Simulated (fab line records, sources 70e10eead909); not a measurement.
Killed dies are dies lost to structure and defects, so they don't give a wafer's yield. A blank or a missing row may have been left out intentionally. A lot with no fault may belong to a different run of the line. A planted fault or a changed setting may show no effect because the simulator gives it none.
What tool caused it? | flow nand harc | 12 lots with 36 wafers sampled at 5 steps, on a route of 1302 steps

WHAT EACH GAUGE READ, for each wafer
NHARC_END_SORT_01.
lot  | measured     | on        | killed at array | killed at other | killed at periphery | killed dies | killed open | killed short
L944 | day 26 09:59 | prober-01 | 38 48 48        | 4 3 1           | 3 0 4               | 45 51 53    | 5 3 3       | 1 2 4
L951 | day 29 22:07 | prober-01 | 493 36 39       | 0 0 0           | 2 7 7               | 495 43 46   | 4 2 1       | 2 5 2
L953 | day 29 14:22 | prober-02 | 36 35 499       | 0 0 0           | 5 2 4               | 41 37 503   | 6 0 1       | 5 6 5

WHAT TOOL EACH LOT RAN ON (gives the tool, then ch and the chambers of the sampled wafers, and finally the start)
lot  | NHARC_A_STAIRCASE_ETCH_21                     | NHARC_A_STAIRCASE_TRIM_191         | NHARC_A_STAIRCASE_TRIM_193                    | NHARC_A_STAIRCASE_TRIM_196
L940 | rie diel-07 ch 2,3, day 16 07:44 or earlier   | rie diel-08 ch 0,1, day 16 07:44   | rie diel-04 ch 2,3, day 16 08:18              | rie diel-04 ch 0,1, day 16 08:43
L939 | rie diel-08 ch 0,2, day 16 09:11 or earlier   | rie diel-04 ch 1,2,3, day 16 09:11 | rie diel-04 ch 1,2,3, day 16 09:50 or earlier | rie diel-04 ch 0,2,3, day 16 09:50
L942 | rie diel-08 ch 2,3, day 17 15:13 or earlier   | rie diel-07 ch 2,3, day 17 15:13   | rie diel-07 ch 1,2, day 17 15:49 or earlier   | rie diel-07 ch 1,2,3, day 17 15:49
L944 | rie diel-08 ch 0,1, day 18 03:38 or earlier   | rie diel-07 ch 0,1,2, day 18 03:38 | rie diel-07 ch 0,1,3, day 18 05:11 or earlier | rie diel-08 ch 0,1,3, day 18 05:11
L945 | rie diel-07 ch 1,2,3, day 18 16:53 or earlier | rie diel-07 ch 0,1,3, day 18 16:53 | rie diel-07 ch 1,2,3, day 18 17:28 or earlier | rie diel-07 ch 0,1,2, day 18 17:28
L946 | rie diel-04 ch 0,1, day 19 13:04 or earlier   | rie diel-08 ch 0,1,2, day 19 13:04 | rie diel-08 ch 0,1,2, day 19 13:37 or earlier | rie diel-07 ch 0,1, day 19 13:37
L950 | rie diel-08 ch 0,2, day 20 12:46 or earlier   | rie diel-07 ch 0,3, day 20 12:46   | rie diel-07 ch 1,3, day 20 13:26 or earlier   | rie diel-07 ch 1,3, day 20 13:26
L951 | rie diel-08 ch 0,1,3, day 21 07:24 or earlier | rie diel-08 ch 0,2,3, day 21 07:24 | rie diel-08 ch 0,2, day 21 07:58 or earlier   | rie diel-08 ch 2,3, day 21 07:58
L953 | rie diel-04 ch 0,1,3, day 21 13:52 or earlier | rie diel-08 ch 0,1,2, day 21 13:52 | rie diel-08 ch 0,1,3, day 21 14:29 or earlier | rie diel-08 ch 0,2,3, day 21 14:29
L958 | rie diel-07 ch 1,2,3, day 23 16:55 or earlier | rie diel-04 ch 0,2, day 23 16:55   | rie diel-04 ch 0,2, day 23 17:58 or earlier   | rie diel-04 ch 0,2, day 23 17:58
L960 | rie diel-08 ch 0,1, day 24 17:10 or earlier   | rie diel-08 ch 0,3, day 24 17:10   | rie diel-08 ch 0,2,3, day 24 17:45 or earlier | rie diel-08 ch 0,1, day 24 17:45
L961 | rie diel-04 ch 1,3, day 25 11:37 or earlier   | rie diel-08 ch 0,1,2, day 25 11:37 | rie diel-08 ch 0,1, day 25 12:08 or earlier   | rie diel-08 ch 0,3, day 25 12:08
- NHARC_A_STAIRCASE_ETCH_21: etches the open film in C4F8/O2, target depth 100 nm, time 40.5 s.
- NHARC_A_STAIRCASE_TRIM_191: chemistry O2, time 211.2 s.
- NHARC_A_STAIRCASE_TRIM_193: chemistry O2, time 211.2 s.
- NHARC_A_STAIRCASE_TRIM_196: chemistry O2, time 211.2 s.

AS READ BY THE TOOLS THEMSELVES (means over the sampled wafers that have a number; for cases with no such wafer, the mark the record gives instead)
NHARC_A_STAIRCASE_ETCH_21.
lot  | tool        | oes product au (a.u.) | rf vpp V (V)
L940 | rie diel-07 | 0.943                 | 896
L939 | rie diel-08 | 0.940                 | 900
L942 | rie diel-08 | 0.950                 | 893
L944 | rie diel-08 | 0.957                 | 904
L945 | rie diel-07 | 0.945                 | 896
L946 | rie diel-04 | 0.937                 | 892
L950 | rie diel-08 | 0.950                 | 898
L951 | rie diel-08 | 0.940                 | 900
L953 | rie diel-04 | 0.952                 | 894
L958 | rie diel-07 | 0.934                 | 895
L960 | rie diel-08 | 0.965                 | 904
L961 | rie diel-04 | 0.952                 | 893

NHARC_A_STAIRCASE_TRIM_191.
lot  | tool        | drypump motor current A (A) | oes product au (a.u.) | rf vpp V (V) | showerhead plenum p Torr (Torr) | throttle valve pct (%)
L940 | rie diel-08 | 5.78                        | 1.000                 | 57.4         | 3.44                            | 17.035
L939 | rie diel-04 | 5.30                        | 1.008                 | 57.6         | 3.59                            | 17.041
L942 | rie diel-07 | 5.76                        | 0.994                 | 57.6         | 3.54                            | 17.037
L944 | rie diel-07 | 5.65                        | 0.999                 | 58.5         | 3.55                            | 17.038
L945 | rie diel-07 | 5.78                        | 1.000                 | 57.0         | 3.57                            | 17.036
L946 | rie diel-08 | 5.59                        | 1.001                 | 58.8         | 3.64                            | 17.035
L950 | rie diel-07 | 5.93                        | 0.996                 | 57.5         | 3.60                            | 17.031
L951 | rie diel-08 | 5.49                        | 0.943                 | 58.1         | 3.51                            | 17.026
L953 | rie diel-08 | 5.60                        | 0.943                 | 58.0         | 3.63                            | 17.041
L958 | rie diel-04 | 5.84                        | 0.994                 | 57.8         | 3.58                            | 17.040
L960 | rie diel-08 | 5.58                        | 0.998                 | 57.4         | 3.51                            | 17.036
L961 | rie diel-08 | 5.59                        | 0.999                 | 57.5         | 3.61                            | 17.044

NHARC_A_STAIRCASE_TRIM_193.
lot  | tool        | drypump motor current A (A) | oes product au (a.u.) | rf vpp V (V) | showerhead plenum p Torr (Torr) | throttle valve pct (%)
L940 | rie diel-04 | 5.66                        | 1.009                 | 58.2         | 3.71                            | 17.040
L939 | rie diel-04 | 5.31                        | 1.001                 | 58.7         | 3.59                            | 17.032
L942 | rie diel-07 | 5.55                        | 0.989                 | 57.4         | 3.48                            | 17.031
L944 | rie diel-07 | 5.76                        | 1.005                 | 58.1         | 3.58                            | 17.033
L945 | rie diel-07 | 5.72                        | 1.000                 | 58.6         | 3.52                            | 17.045
L946 | rie diel-08 | 5.60                        | 1.006                 | 58.1         | 3.64                            | 17.033
L950 | rie diel-07 | 5.86                        | 1.004                 | 57.6         | 3.54                            | 17.038
L951 | rie diel-08 | 5.42                        | 1.005                 | 57.6         | 3.49                            | 17.035
L953 | rie diel-08 | 5.68                        | 0.997                 | 57.3         | 3.65                            | 17.047
L958 | rie diel-04 | 5.83                        | 0.995                 | 56.9         | 3.58                            | 17.038
L960 | rie diel-08 | 5.49                        | 0.996                 | 57.2         | 3.49                            | 17.034
L961 | rie diel-08 | 5.78                        | 0.998                 | 58.6         | 3.75                            | 17.046

NHARC_A_STAIRCASE_TRIM_196.
lot  | tool        | drypump motor current A (A) | oes product au (a.u.) | rf vpp V (V) | showerhead plenum p Torr (Torr) | throttle valve pct (%)
L940 | rie diel-04 | 5.1                         | 1.006                 | 58.0         | 3.43                            | 17.036
L939 | rie diel-04 | 5.6                         | 0.997                 | 58.2         | 3.64                            | 17.038
L942 | rie diel-07 | 5.7                         | 1.004                 | 57.2         | 3.52                            | 17.041
L944 | rie diel-08 | 5.7                         | 1.002                 | 57.7         | 3.66                            | 17.035
L945 | rie diel-07 | 5.6                         | 1.000                 | 57.5         | 3.54                            | 17.031
L946 | rie diel-07 | 5.6                         | 0.998                 | 58.1         | 3.53                            | 17.036
L950 | rie diel-07 | 5.8                         | 0.991                 | 58.2         | 3.54                            | 17.033
L951 | rie diel-08 | 5.5                         | 1.012                 | 57.7         | 3.39                            | 17.040
L953 | rie diel-08 | 5.5                         | 1.005                 | 57.1         | 3.51                            | 17.037
L958 | rie diel-04 | 5.8                         | 0.998                 | 57.4         | 3.65                            | 17.044
L960 | rie diel-08 | 5.8                         | 0.994                 | 58.7         | 3.75                            | 17.037
L961 | rie diel-08 | 5.4                         | 1.007                 | 57.2         | 3.61                            | 17.032

THE ANSWER, worked out from the rows above alone
Rule: what is usual is taken from the lots themselves. The widest of any qualifying gaps counts: lots, ordered by their means at a reading, are off when they make up no more than a third of the lots, leave a main group of 4 or more, and stand apart from it by 3 or more times the standard deviation of that group's means. The tables above print the reading to a certain number of digits; a main group whose means all agree to those digits is not used. Also off: a lot with no number at a reading for which 4 or more lots have one. Where the step has rows for the other lots, those lots are counted as sound. After the gauges, taken in route order, come the tools' own readings; for these a lot's mean is taken, as printed above. The first step at which some lot is off is used, and at that step the reading that is off furthest; a lot without a number counts as furthest.
Off: L951, L953, at NHARC_A_STAIRCASE_TRIM_191 (oes product au). Main group: mean 0.999 a.u., sd 0.0038.
A tool fits if, at that step or a process step before it, it ran every lot that is off, and no sound lot after the first of them. Because NHARC_A_STAIRCASE_ETCH_21 lacks a start for some lots, the hours and order of its lots are taken from NHARC_A_STAIRCASE_TRIM_191. None of those tried fits.

WHAT WAS PUT IN BY THE SIMULATOR
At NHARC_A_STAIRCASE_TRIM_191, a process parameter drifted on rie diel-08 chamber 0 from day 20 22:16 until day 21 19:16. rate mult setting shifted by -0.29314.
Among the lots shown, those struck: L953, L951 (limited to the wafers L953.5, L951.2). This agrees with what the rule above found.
